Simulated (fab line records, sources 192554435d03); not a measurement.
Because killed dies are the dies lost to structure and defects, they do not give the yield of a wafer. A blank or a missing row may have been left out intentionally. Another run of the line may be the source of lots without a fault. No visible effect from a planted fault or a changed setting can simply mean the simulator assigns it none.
The tool behind it: which one? :: flow n5Finfet :: 11 lots (33 wafers sampled), 1 step of a 1938-step route

## WHAT EACH GAUGE READ, for each wafer
N5_BEOL_M11_CD_MEAS_11: the cd target is 64.1 nm.
lot: L426
measured: day 12 10:30
on: cdSem-02
cdNm (nm): 64.2 64.0 63.6

lot: L425
measured: day 12 10:42
on: cdSem-03
cdNm (nm): 64.1 63.6 63.9

lot: L428
measured: day 13 02:58
on: cdSem-01
cdNm (nm): 64.0 64.9 64.7

lot: L427
measured: day 13 07:11
on: cdSem-02
cdNm (nm): 63.5 63.8 64.0

lot: L429
measured: day 13 11:09
on: cdSem-01
cdNm (nm): 64.3 64.1 64.0

lot: L436
measured: day 14 17:56
on: cdSem-02
cdNm (nm): 64.4 64.3 64.9

lot: L442
measured: day 16 03:51
on: cdSem-03
cdNm (nm): 63.9 63.9 64.3

lot: L444
measured: day 16 13:32
on: cdSem-02
cdNm (nm): 63.8 64.0 63.4

lot: L445
measured: day 17 12:26
on: cdSem-02
cdNm (nm): 64.4 64.4 64.0

lot: L446
measured: day 17 17:50
on: cdSem-03
cdNm (nm): 64.1 64.6 64.8

lot: L447
measured: day 18 12:43
on: cdSem-03
cdNm (nm): 64.1 65.0 63.8

## WHICH TOOL RAN EACH LOT (tool, then ch and the chambers of the sampled wafers, then the start)
Before these readings, the record contains no process step.

## THE ANSWER, worked out from the rows above alone
Rule: what is usual is taken from the lots themselves. The widest of any qualifying gaps counts: lots, ordered by their means at a reading, are off when they make up no more than a third of the lots, leave a main group of 4 or more, and stand apart from it by 3 or more times the standard deviation of that group's means. The tables above print the reading to a certain number of digits; a main group whose means all agree to those digits is not used. A lot without any number at a reading at which 4 lots or more have one is off too. Where the step has rows for the other lots, those lots are counted as sound.
No lot is off at any reading shown: from this, nothing can be told.

## WHAT THE SIMULATOR HAD INSERTED
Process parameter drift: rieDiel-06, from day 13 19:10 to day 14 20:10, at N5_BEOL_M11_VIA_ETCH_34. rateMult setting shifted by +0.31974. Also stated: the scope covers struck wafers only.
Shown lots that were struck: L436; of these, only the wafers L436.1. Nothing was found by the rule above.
